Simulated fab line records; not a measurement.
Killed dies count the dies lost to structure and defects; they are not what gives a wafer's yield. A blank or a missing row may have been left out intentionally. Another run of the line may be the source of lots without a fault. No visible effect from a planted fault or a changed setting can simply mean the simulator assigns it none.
Matching of chambers / flow n5-finfet / N5_BEOL_M0_SAQP_PECVD_97 on pecvd-04 has 3 sister chambers
The step deposits SiNx from SiH4/NH3/N2, target thk 23 nm, time 19.9 s. 3 wafers are shown with their chamber, then 7 later ones without.

== WAFERS PAIRED WITH THEIR CHAMBERS ==
wafer=L085.5; chamber=1; showerhead-plenum-p-Torr (Torr)=5.28
wafer=L091.2; chamber=2; showerhead-plenum-p-Torr (Torr)=5.15
wafer=L091.3; chamber=0; showerhead-plenum-p-Torr (Torr)=5.16

== WAFERS WHOSE CHAMBER IS MISSING ==
wafer=L091.6; showerhead-plenum-p-Torr (Torr)=5.15
wafer=L096.2; showerhead-plenum-p-Torr (Torr)=5.29
wafer=L096.4; showerhead-plenum-p-Torr (Torr)=5.15
wafer=L096.6; showerhead-plenum-p-Torr (Torr)=5.29
wafer=L097.3; showerhead-plenum-p-Torr (Torr)=5.28
wafer=L097.5; showerhead-plenum-p-Torr (Torr)=5.14
wafer=L097.6; showerhead-plenum-p-Torr (Torr)=5.15

== CHAMBER TAKEN BY EACH ==
wafer=L091.6; from the rows above=can't be placed: 2 or 0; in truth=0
wafer=L096.2; from the rows above=1; in truth=1
wafer=L096.4; from the rows above=can't be placed: 2 or 0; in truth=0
wafer=L096.6; from the rows above=1; in truth=1
wafer=L097.3; from the rows above=1; in truth=1
wafer=L097.5; from the rows above=can't be placed: 2 or 0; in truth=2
wafer=L097.6; from the rows above=can't be placed: 2 or 0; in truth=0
3 of 7 placed correctly. Not placeable from these rows: 4 (in 4, the candidates include the true chamber). 0 placed wrongly.
How it was worked out, from the rows above alone: a wafer's distance from a chamber is the root of the sum, over the readings, of the square of ((its reading less the chamber's mean) divided by the reading's scatter). If the next closest chamber is less than 2 further off than the closest, the wafer can't be placed; otherwise it belongs to the closest. Each chamber's mean is taken over the wafers shown for it. The scatter: root of mean squared gap, hidden wafer to nearest shown wafer, with one shown wafer a chamber.
